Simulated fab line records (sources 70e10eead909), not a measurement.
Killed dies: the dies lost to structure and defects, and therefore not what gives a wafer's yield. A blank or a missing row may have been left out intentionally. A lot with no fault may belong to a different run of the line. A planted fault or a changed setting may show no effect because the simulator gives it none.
fab line records	flow nand_harc
[record] lots = 13	wafers = 39	last_day = 24
route steps=1159 shown A_SGD_CUT@765 THIN_TSV@1124 END@1159
lots that met no fault: taken from a fault-free run of the same line
start_h: hours from the record's opening day to when the first of the lot's shown wafers began	wait_h: time in hours since the lot's previous step	" unchanged from the row above	L1.1+2: several wafers, shown together as one row	- no value, or no start was given	* or withheld: withheld	< > ~ a bound
route shown NAME@n: a module of which the file shows steps, and the number in the route of the first	usual: average and standard deviation across the fault-free wafers	same: alike in all rows	chamber/n: place in a boat	sites: readings site by site	_std_site: the standard deviation of these	_edge_site: the outer-site mean with the inner-site mean subtracted	radius_mm: how far each site lies from the wafer's centre	mask NAME#n: copy n	behind: the tool/chamber that last shaped the wafer	hold: what put the lot on hold/how long, in hours/how the hold closed	device: names the non-switching transistor (n, p or np)	end of line: tests of these same wafers at the route's end	step lacking rows: just its recipe	killed: count of dies lost to structure and defects at first sort (not the wafer's yield)	map: a wafer's dies, marking killed ones x, the rest . and places with no die _
set.NAME: the setting that was run; set.NAME@STEP: the one run at that earlier step	model.NAME: the simulator's own value behind a step, which no gauge read
the route's steps for a sample of lots (tables are steps, rows are wafers)
services: the hour from which a tool's chamber was out of use, counted from the record's first day as start_h (under 0 if before that day), plus the number of hours and why
[[steps]]
[step NHARC_A_SGD_CUT_ETCH_16]
[recipe] target_depth_a = 3105	time_s = 155.2	c4f8_flow_sccm = withheld	o2_flow_sccm = 8	ar_flow_sccm = withheld	rf_w = 600	bias_w = 800	chemistry = C4F8/O2/Ar
[usual] oes_product_au = 0.980/0.013	rf_vpp_V = 722/4.7
lot.wafer	tool	chamber	start_h	wait_h	oes_product_au	rf_hours_counter_h	rf_vpp_V
L599.2	rie_diel-12	2	315.69	-	0.995	11	727
L599.1	"	3	"	"	0.986	11	717
L599.4	"	0	"	"	0.985	12	716
L600.1	rie_diel-05	0	316.64	-	0.991	9	729
L600.4	"	0	"	"	0.985	-	729
L600.6	"	2	"	"	0.986	-	720
L602.4	rie_diel-02	2	321.51	-	0.972	15	724
L602.5	"	3	"	"	0.973	-	727
L602.6	"	0	"	"	0.975	-	717
L601.1	rie_diel-05	3	328.30	-	0.990	10	717
L601.4	"	1	"	"	0.974	8	721
L601.6	"	3	"	"	0.970	-	716
L603.4	rie_diel-12	2	329.69	-	0.991	14	729
L603.2	"	0	"	"	0.972	14	718
L603.6	"	2	"	"	0.987	-	728
L605.3	rie_diel-02	1	338.35	-	1.000	0	727
L605.4	"	2	"	"	0.963	0	723
L605.6	"	1	"	"	1.001	-	727
L606.1	rie_diel-05	2	351.41	-	0.987	0	719
L606.4	"	0	"	"	0.984	0	729
L606.5	"	2	"	"	0.990	-	718
L610.4	rie_diel-12	1	370.00	-	0.997	18	721
L610.2	"	2	"	"	0.983	18	729
L610.6	"	0	"	"	0.975	-	717
L611.2	rie_diel-05	1	384.15	-	0.985	3	722
L611.5	"	0	"	"	0.940	-	729
L611.6	"	1	"	"	0.978	-	722
L615.1	rie_diel-12	1	401.86	-	0.976	2	720
L615.2	"	0	"	"	0.961	3	718
L615.5	"	2	"	"	0.966	-	725
L616.3	rie_diel-12	1	416.60	-	0.970	5	719
L616.4	"	3	"	"	0.963	4	716
L616.5	"	1	"	"	0.956	-	720
L620.4	rie_diel-12	2	436.26	-	0.971	5	729
L620.3	"	3	"	"	0.998	6	716
L620.6	"	1	"	"	0.985	-	719
L619.4	rie_diel-02	3	436.46	-	0.993	9	726
L619.2	"	1	"	"	0.994	11	728
L619.3	"	2	"	"	0.974	11	724
[step NHARC_THIN_TSV_DEP_47]
[recipe] target_thk_a = 2000	temp_c = withheld	pressure_torr = 6.5	rf_w = 900	teos_flow_sccm = 161.4	flow_sccm = 2650	target_thk_nm = 200	gas = O2	material = SiO2
[usual] flow_sccm = 2651/8.5	throttle_valve_pct = 16.0/0.63
lot.wafer	tool	chamber	start_h	wait_h	flow_sccm	throttle_valve_pct
L602.5	pecvd-02	2	438.93	-	2672	15.9
L602.4	"	0	"	"	2636	15.7
L602.6	"	1	"	"	2652	16.1
L599.1	pecvd-04	0	440.00	-	2646	16.1
L599.2	"	1	"	"	2654	15.9
L599.4	"	1	"	"	2662	15.5
L600.1	pecvd-01	2	443.20	-	2639	15.3
L600.6	"	0	"	"	2657	14.7
L600.4	"	2	"	"	2647	14.8
L603.2	pecvd-01	2	444.15	-	2660	14.9
L603.4	"	0	"	"	2658	14.5
L603.6	"	2	"	"	2656	14.8
L601.1	pecvd-01	2	445.43	-	2655	15.2
L601.6	"	2	"	"	2647	15.0
L601.4	"	0	"	"	2654	14.4
L605.3	pecvd-02	2	475.71	-	2644	15.9
L605.4	"	2	"	"	2640	15.6
L605.6	"	0	"	"	2646	15.9
L606.1	pecvd-02	0	476.96	-	2642	16.0
L606.4	"	2	"	"	2645	15.8
L606.5	"	0	"	"	2643	15.8
L610.2	pecvd-02	0	481.84	-	2645	15.8
L610.4	"	2	"	"	2643	15.5
L610.6	"	0	"	"	2647	15.9
L611.2	pecvd-01	0	497.09	-	2654	14.8
L611.6	"	2	"	"	2658	15.4
L615.1	pecvd-02	1	512.90	-	2651	16.4
L615.2	"	2	"	"	2646	15.9
L615.5	"	2	"	"	2661	15.9
L616.3	pecvd-04	1	524.72	-	2640	15.6
L616.5	"	0	"	"	2652	16.3
L616.4	"	1	"	"	2665	16.1
L619.3	pecvd-04	0	550.25	-	2650	16.5
L619.2	"	1	"	"	2644	15.8
L619.4	"	1	"	"	2646	16.2
L620.3	pecvd-04	2	552.01	-	2636	17.0
L620.6	"	1	"	"	2656	15.8
L620.4	"	2	"	"	2649	17.1
[step NHARC_THIN_TSV_CD_MEAS_33]
[recipe] target_cd_nm = 5000	landing_energy_ev = 500
[usual] cd_nm = 4999.6/1.5
lot.wafer	tool	chamber	start_h	wait_h	cd_nm
L602.4	cd_sem-02	0	442.73	-	4999.1
L602.5	"	0	"	"	4998.3
L602.6	"	0	"	"	4998.7
L599.1	cd_sem-02	0	444.15	-	4999.6
L599.2	"	0	"	"	4999.3
L599.4	"	0	"	"	4997.5
L600.1	cd_sem-03	0	447.34	-	5003.0
L600.4	"	0	"	"	5001.1
L600.6	"	0	"	"	5001.8
L603.2	cd_sem-02	0	448.34	-	5000.7
L603.4	"	0	"	"	5001.2
L603.6	"	0	"	"	4999.4
L601.1	cd_sem-03	0	449.52	-	4998.2
L601.4	"	0	"	"	5002.6
L601.6	"	0	"	"	4999.2
L605.3	cd_sem-01	0	479.67	-	5000.6
L605.4	"	0	"	"	5000.8
L605.6	"	0	"	"	4999.7
L606.1	cd_sem-02	0	480.87	-	5000.1
L606.4	"	0	"	"	5000.0
L606.5	"	0	"	"	5000.7
L610.2	cd_sem-02	0	485.89	-	5000.9
L610.4	"	0	"	"	5001.7
L610.6	"	0	"	"	4998.6
L611.2	cd_sem-03	0	501.58	-	4997.3
L611.6	"	0	"	"	4997.5
L615.1	cd_sem-03	0	517.18	-	4999.0
L615.2	"	0	"	"	4997.2
L615.5	"	0	"	"	5001.8
L616.3	cd_sem-03	0	528.71	-	4998.4
L616.4	"	0	"	"	4999.8
L616.5	"	0	"	"	5001.1
L619.2	cd_sem-03	0	554.22	-	4997.3
L619.3	"	0	"	"	4997.7
L619.4	"	0	"	"	4999.4
L620.3	cd_sem-01	0	556.25	-	4997.1
L620.4	"	0	"	"	4999.2
L620.6	"	0	"	"	5000.3
[step NHARC_THIN_TSV_ETCH_59]
[recipe] target_depth_a = 8800	icp_w = 900	bias_w = 100	Cl2_flow_sccm = 60	bcl3_flow_sccm = 30	time_s = 138.1	chemistry = Cl2/BCl3
[usual] bcl3_flow_sccm = 30.01/0.097	drypump_motor_current_A = 5.64/0.23	oes_product_au = 0.997/0.0077	throttle_valve_pct = 22.264/0.0094
lot.wafer	tool	chamber	start_h	wait_h	bcl3_flow_sccm	drypump_motor_current_A	oes_product_au	rf_hours_counter_h	throttle_valve_pct
L602.4	rie_metal-03	0	443.09	0.2	29.84	5.71	0.988	-	22.268
L602.5	"	0	"	"	29.99	5.71	0.991	-	22.269
L602.6	"	1	"	"	30.08	5.93	0.995	-	22.262
L599.1	rie_metal-01	0	444.44	0.1	30.13	5.30	0.995	4.1	22.274
L599.2	"	1	"	"	30.11	5.88	1.006	2.9	22.250
L599.4	"	1	"	"	29.83	5.87	1.008	-	22.266
L600.1	rie_metal-02	1	447.67	0.1	29.90	5.43	0.998	1.2	22.277
L600.4	"	0	"	"	29.97	5.53	0.992	-	22.261
L600.6	"	0	"	"	30.04	5.53	0.994	-	22.262
L603.2	rie_metal-01	1	448.63	0.1	30.05	5.88	1.011	3.3	22.246
L603.4	"	1	"	"	30.10	5.88	1.004	-	22.254
L603.6	"	0	"	"	30.04	5.29	1.001	-	22.259
L601.1	rie_metal-03	0	449.81	0.1	29.86	5.70	0.991	5.1	22.260
L601.4	"	1	"	"	30.14	5.91	1.004	-	22.265
L601.6	"	0	"	"	30.09	5.73	0.997	-	22.254
L605.4	rie_metal-01	1	480.05	0.2	30.01	5.85	0.997	-	22.264
L605.3	"	0	"	"	30.25	5.31	1.003	-	22.266
L605.6	"	0	"	"	30.11	5.31	1.005	-	22.273
L606.1	rie_metal-03	0	481.16	0.1	30.07	5.70	0.995	0.7	22.279
L606.4	"	0	"	"	30.06	5.73	1.003	-	22.278
L606.5	"	1	"	"	30.03	5.91	0.989	-	22.258
L610.2	rie_metal-02	1	486.24	0.2	29.84	5.45	0.996	2.8	22.274
L610.4	"	1	"	"	29.77	5.40	1.008	-	22.256
L610.6	"	0	"	"	30.01	5.53	0.990	-	22.281
L611.2	rie_metal-03	1	501.86	0.1	30.01	5.92	0.995	1.1	22.276
L611.6	"	0	"	"	30.04	5.70	0.996	-	22.262
L615.1	rie_metal-02	1	517.47	0.1	30.03	5.43	1.007	3.5	22.260
L615.2	"	0	"	"	30.04	5.50	0.993	3.0	22.255
L615.5	"	1	"	"	29.99	5.38	0.998	-	22.263
L616.3	rie_metal-02	1	529.08	0.2	30.14	5.46	0.996	-	22.256
L616.4	"	0	"	"	30.18	5.49	0.993	-	22.264
L616.5	"	1	"	"	30.16	5.45	1.005	-	22.259
L619.2	rie_metal-03	1	554.55	0.1	29.87	5.91	0.997	3.0	22.270
L619.4	"	0	"	"	29.79	5.70	0.988	-	22.268
L619.3	"	1	"	"	30.01	5.93	1.006	-	22.272
L620.3	rie_metal-02	1	556.63	0.2	30.07	5.42	1.000	-	22.278
L620.4	"	0	"	"	30.00	5.56	0.992	-	22.274
L620.6	"	1	"	"	29.97	5.44	1.019	-	22.262
[step NHARC_END_SORT_01]
[recipe] temp_c = 25
[usual] killed_at_array = 26/11	killed_at_other = 0.6/1	killed_at_periphery = 3.1/2.1	killed_dies = 30/11	killed_open = 3.4/1.8	killed_short = 2.1/1.5
[same] gross_dies = 677
lot.wafer	tool	chamber	start_h	wait_h	killed_at_array	killed_at_other	killed_at_periphery	killed_dies	killed_open	killed_short
L611.2	prober-02	0	511.55	2.8	13	0	7	20	7	2
L611.5	prober-02	0	513.95	3.7	471	0	4	475	2	3
L611.6	prober-02	0	514.75	4.0	6	1	5	12	3	0
// killed by level:class
L611.2 P_CONTACT:geometric_particle:open=3 A_CHANNEL_HOLE_D1:chamber_film_flake=3 A_SOURCE_PLATE:geometric_particle:open=2 P_STI:chamber_film_flake=2 A_STAIRCASE:chamber_film_flake=2 P_GATE:geometric_particle:open=1 P_M0:geometric_particle:short=1 A_ONON_D1:geometric_particle:open=1
L611.5 A_SGD_CUT:area_etch=457 A_BONDPAD:chamber_film_flake=5 A_CHANNEL_HOLE_D1:chamber_film_flake=4 P_M0:geometric_particle:short=1 P_M0:geometric_particle:open=1 A_CONTACT:geometric_particle:short=1 A_CONTACT:geometric_particle:open=1 A_M0:geometric_particle:short=1
L611.6 A_CHANNEL_HOLE_D1:chamber_film_flake=3 P_CONTACT:geometric_particle:open=2 A_SGD_CUT:geometric_particle:open=1 P_STI:chamber_film_flake=1 P_GATE:chamber_film_flake=1 P_M2:chamber_film_flake=1 A_SLIT:chamber_film_flake=1 A_WL_FILL:chamber_film_flake=1
[[services]]
tool	chamber	start_h	hours	kind
rie_diel-05	3	292.27	8.1	repair
rie_diel-05	-	312.12	0.9	repair
rie_diel-05	1	315.11	4.8	repair
pecvd-02	-	330.81	2.6	repair
pecvd-02	-	334.15	13.0	pm
rie_diel-05	-	340.60	9.0	pm
rie_metal-03	-	344.99	1.6	repair
rie_metal-03	0	363.74	4.6	repair
pecvd-04	-	371.89	0.5	repair
rie_diel-12	3	372.74	3.8	repair
rie_diel-12	-	379.40	9.0	pm
rie_metal-02	-	388.00	9.0	pm
rie_diel-12	2	395.12	2.0	repair
rie_metal-03	-	437.05	0.6	repair
rie_diel-12	0	443.02	6.2	repair
rie_metal-03	-	453.00	9.0	pm
rie_metal-02	0	456.99	16.7	repair
pecvd-02	-	462.81	3.0	repair
pecvd-02	2	492.90	3.2	repair
pecvd-02	-	515.15	13.0	pm
rie_diel-12	1	536.58	6.8	repair
rie_metal-03	-	539.44	2.0	repair
rie_diel-12	2	541.20	7.6	repair
rie_diel-12	-	556.40	9.0	pm
[[key]]
[first_sign] step = NHARC_END_SORT_01	reading = killed_dies	direction = up	sigmas = 40	usual = 30	struck = 475
[effect] step = NHARC_END_SORT_01	reading = killed_at_array	direction = up	sigmas = 40	usual = 26	struck = 471
[more_kills_born_at] NHARC_A_SGD_CUT_ETCH_16@rie_diel-05 = 457
met_at NHARC_A_SGD_CUT_ETCH_16
struck_lots L611
struck_wafers L611.5
later_rows_left_out L611.5
tester_left_out L611
not_acting_at NHARC_THIN_TSV_DEP_47,NHARC_THIN_TSV_CD_MEAS_33,NHARC_THIN_TSV_ETCH_59
onset_between 351.41 384.15
[fault] kind = process_parameter_drift	tool = rie_diel-05	chamber = 0	onset_h = 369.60	steps = NHARC_A_SGD_CUT_ETCH_16	channel = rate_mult	offset = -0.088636	shape = step	end_h = 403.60
// tester_left_out: of these lots the tester's yield and bins aren't shown, on N5 and GAA mostly nor the transistor test; their killed dies are dies lost to structure and defects alone, not to doping, threshold or leakage, so they don't give the yield
// later_rows_left_out: the simulator's readings of these wafers behind a module that went badly wrong aren't trusted and aren't shown, but for the sort
